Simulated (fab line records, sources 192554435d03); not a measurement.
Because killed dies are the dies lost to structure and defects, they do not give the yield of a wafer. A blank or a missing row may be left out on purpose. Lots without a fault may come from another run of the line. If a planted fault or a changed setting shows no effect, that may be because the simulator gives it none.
What tool caused it? ; flow n5-finfet ; 10 lots with 30 wafers sampled at 5 steps, on a route of 1938 steps

== WHAT EACH GAUGE READ, for each wafer ==
N5_BEOL_M4_RC_MEAS_101. Usual: DIBL_N 36.1 mV/V, standard deviation 1.7; DIBL_P 35.9 mV/V, standard deviation 2.1; IOFF_N 0.154 nA/um, standard deviation 0.029; IOFF_P 0.21 nA/um, standard deviation 0.035; ION_N 673 uA/um, standard deviation 10; ION_P 463 uA/um, standard deviation 7.5; SS_N 71.6 mV/dec, standard deviation 0.59; SS_P 73.2 mV/dec, standard deviation 0.69; VT_N 250.5 mV, standard deviation 2.9; VT_P -250 mV, standard deviation 3.2.
lot;measured;on;DIBL_N (mV/V);DIBL_P (mV/V);IOFF_N (nA/um);IOFF_P (nA/um);ION_N (uA/um);ION_P (uA/um);SS_N (mV/dec);SS_P (mV/dec);VT_N (mV);VT_P (mV);flag
L789;day 8 10:36;prober-02;38.7 37.7 36.0;39.4 37.9 37.8;0.182 0.165 0.146;0.26 0.24 0.23;668 662 661;458 454 462;72.7 72.7 71.7;73.5 73.6 73.2;252.3 253.9 252.5;-247 -247 -249;
L790;day 8 05:05;prober-01;39.6 37.8 38.2;38.2 35.8 36.4;0.231 0.185 0.194;0.30 0.25 0.26;687 672 683;465 468 464;71.7 72.2 72.5;74.2 74.4 73.7;244.0 250.5 248.7;-247 -246 -247;
L791;day 9 04:24;prober-01;35.0 36.1 37.3;35.2 37.3 37.2;0.160 0.185 0.194;0.23 0.26 0.26;683 693 682;467 474 469;70.9 71.6 71.8;73.1 73.2 73.5;246.9 248.3 245.2;-249 -245 -247;
L793;day 9 14:58;prober-02;34.4 39.7 37.1;34.3 39.3 37.0;0.115 0.204 0.149;0.14 0.20 0.18;653 664 666;443 447 453;70.9 72.2 72.0;71.9 73.8 73.4;253.0 248.9 252.5;-259 -254 -256;
L794;day 9 20:05;prober-02;35.8 36.5 36.2;35.7 37.4 37.3;0.138 0.160 0.155;0.22 0.24 0.24;664 672 674;461 469 466;71.4 71.9 72.1;72.8 73.1 72.9;252.6 249.0 246.5;-250 -248 -247;
L796;day 10 08:25;prober-01;38.0 37.1 38.6;38.1 36.7 38.0;0.166 0.147 0.166;0.24 0.21 0.23;675 674 669;465 466 463;71.7 71.3 72.2;73.9 73.9 74.0;249.4 251.3 250.2;-245 -249 -248;
L800;day 11 15:58;prober-02;33.6 33.6 34.8;33.4 33.1 33.9;0.137 0.119 0.134;0.19 0.18 0.18;669 661 667;463 460 459;71.1 71.2 70.8;73.1 72.8 73.3;251.4 252.9 253.3;-253 -253 -252;
L802;day 12 04:52;prober-01;35.6 35.3 36.7;35.8 35.4 36.4;0.148 0.140 0.151;0.21 0.20 0.20;668 665 661;462 458 454;71.5 71.5 72.3;73.6 73.0 72.6;250.8 251.8 250.6;-250 -250 -250;

== WHICH TOOL RAN EACH LOT (tool, then ch and the chambers of the sampled wafers, then the start) ==
lot;N5_BEOL_M4_SPUTTER_86;N5_BEOL_M4_SPUTTER_92;N5_BEOL_M4_ECD_50;N5_BEOL_M4_CMP_52
L789;pvd-sputter-03, day 8 02:38;pvd-sputter-03, day 8 03:17;ecd-cu-02 ch 0,1, day 8 09:00;cmp-04 ch 0,1,3, day 8 09:36
L790;pvd-sputter-01, day 8 02:42;pvd-sputter-01, day 8 03:22;ecd-cu-01 ch 0,1, day 8 03:55;cmp-04 ch 0,2,3, day 8 04:19
L791;pvd-sputter-03, day 9 01:51;pvd-sputter-03, day 9 02:31;ecd-cu-02 ch 0,1, day 9 03:04;cmp-02 ch 1,2,3, day 9 03:41
L793;pvd-sputter-02, day 9 12:46;pvd-sputter-02, day 9 13:26;ecd-cu-02 ch 0,1, day 9 13:59;cmp-03 ch 0,2,3, day 9 14:22
L794;pvd-sputter-03, day 9 17:53;pvd-sputter-03, day 9 18:32;ecd-cu-02 ch 0,1, day 9 19:06;cmp-02 ch 0,3, day 9 19:28
L796;pvd-sputter-02, day 10 05:52;pvd-sputter-02, day 10 06:31;ecd-cu-02 ch 0,1, day 10 07:05;cmp-04 ch 0,1, day 10 07:29
L800;pvd-sputter-01, day 11 13:26;pvd-sputter-01, day 11 14:06;ecd-cu-02 ch 0,1, day 11 14:40;cmp-03 ch 0,1,3, day 11 15:07
L802;pvd-sputter-02, day 12 02:41;pvd-sputter-02, day 12 03:20;ecd-cu-01 ch 0,1, day 12 03:53;cmp-02 ch 0,1,2, day 12 04:16
L806;pvd-sputter-03, day 12 08:58;pvd-sputter-03, day 12 09:38;ecd-cu-02 ch 0,1, day 12 10:11;cmp-02 ch 0,1,2, day 12 10:38
L804;pvd-sputter-03, day 12 13:23;pvd-sputter-03, day 12 14:03;ecd-cu-02 ch 0,1, day 12 14:37;cmp-04 ch 0,1,2, day 12 14:59
- N5_BEOL_M4_SPUTTER_86: material Cu, target thk 4.5 nm, time 8.29 s.
- N5_BEOL_M4_SPUTTER_92: material Cu, target thk 4.5 nm, time 8.29 s.
- N5_BEOL_M4_ECD_50: material Cu, target thk 300 nm.
- N5_BEOL_M4_CMP_52: polishes, stops on SiOC, t overpolish 6.8 s, target thk 40 nm.

== AS READ BY THE TOOLS THEMSELVES (means over the sampled wafers that have a number; for cases with no such wafer, the mark the record gives instead) ==
N5_BEOL_M4_SPUTTER_86. Usual: chamber-pressure-pa 0.07 Pa, standard deviation 0.00014; substrate-temp-c -20.00 C, standard deviation 0.11; throttle-valve-pct 29.9 %, standard deviation 1.2.
lot;tool;chamber-pressure-pa (Pa);substrate-temp-c (C);throttle-valve-pct (%);flag
L789;pvd-sputter-03;0.07;-19.91;28.8;
L790;pvd-sputter-01;0.07;-20.03;30.5;
L791;pvd-sputter-03;0.07;-20.06;29.0;
L793;pvd-sputter-02;0.07;-19.95;31.0;
L794;pvd-sputter-03;0.07;-20.03;28.9;
L796;pvd-sputter-02;0.07;-20.06;30.1;
L800;pvd-sputter-01;0.07;-19.96;30.6;
L802;pvd-sputter-02;0.07;-19.99;30.7;
L806;pvd-sputter-03;0.07;-19.91;28.9;
L804;pvd-sputter-03;0.07;-19.96;29.6;

N5_BEOL_M4_SPUTTER_92. Usual: chamber-pressure-pa 0.07002 Pa, standard deviation 0.00013; substrate-temp-c -20.00 C, standard deviation 0.091; throttle-valve-pct 29.9 %, standard deviation 1.2.
lot;tool;chamber-pressure-pa (Pa);substrate-temp-c (C);throttle-valve-pct (%);flag
L789;pvd-sputter-03;0.06999;-19.99;29.0;
L790;pvd-sputter-01;0.06992;-19.90;30.4;
L791;pvd-sputter-03;0.06994;-20.03;29.1;
L793;pvd-sputter-02;0.07015;-20.03;30.9;
L794;pvd-sputter-03;0.07005;-20.00;29.0;
L796;pvd-sputter-02;0.07004;-19.97;30.0;
L800;pvd-sputter-01;0.07003;-20.02;30.5;
L802;pvd-sputter-02;0.07006;-20.09;30.9;
L806;pvd-sputter-03;0.06998;-20.06;29.1;
L804;pvd-sputter-03;0.06986;-20.02;29.7;

N5_BEOL_M4_CMP_52. Usual: clearing-platen-rpm 50.001 rpm, standard deviation 0.025; edge-zone-pressure-frac 1.000, standard deviation 0.0051; motor-current-A 5.8 A, standard deviation 0.61; retaining-ring-pressure-frac 1.000, standard deviation 0.0046; time-to-endpoint-s 62 s, standard deviation 3.1.
lot;tool;clearing-platen-rpm (rpm);edge-zone-pressure-frac;motor-current-A (A);retaining-ring-pressure-frac;time-to-endpoint-s (s);flag
L789;cmp-04;49.998;0.997;5.1;0.997;62;
L790;cmp-04;49.971;1.004;5.8;1.003;59;
L791;cmp-02;49.996;0.999;5.8;1.001;60;
L793;cmp-03;50.011;1.005;6.5;0.999;61;
L794;cmp-02;49.976;0.996;5.9;0.999;64;
L796;cmp-04;49.993;0.997;5.1;1.002;67;
L800;cmp-03;50.022;1.001;6.6;0.998;60;
L802;cmp-02;49.989;1.000;5.8;1.002;59;
L806;cmp-02;50.009;0.997;5.6;1.000;0;OFF
L804;cmp-04;50.005;1.004;5.6;0.997;0;OFF

== THE ANSWER, worked out from the rows above alone ==
Rule: a lot is off if the mean of its wafers that have a number lies more than 3 standard deviations from the usual mean. A lot without any number at a reading at which 4 lots or more have one is off too. Any other lot the step has rows for is counted as sound. Order of review: gauges by route order, followed by the tools' own readings, for which a lot's mean as printed above is used. At the first step where some lot is off, the reading lying furthest off is the one used; lots without a number count as furthest.
Off: L806, L804 (N5_BEOL_M4_CMP_52, time-to-endpoint-s).
If a tool, at that step or one of the process steps before it, ran each lot that is off and ran no sound lot following the first of them, it fits. 2 tools fit, pvd-sputter-03 at N5_BEOL_M4_SPUTTER_86 and N5_BEOL_M4_SPUTTER_92 and ecd-cu-02 at N5_BEOL_M4_ECD_50, so this cannot tell which one it is.

== WHAT THE SIMULATOR HAD PUT IN ==
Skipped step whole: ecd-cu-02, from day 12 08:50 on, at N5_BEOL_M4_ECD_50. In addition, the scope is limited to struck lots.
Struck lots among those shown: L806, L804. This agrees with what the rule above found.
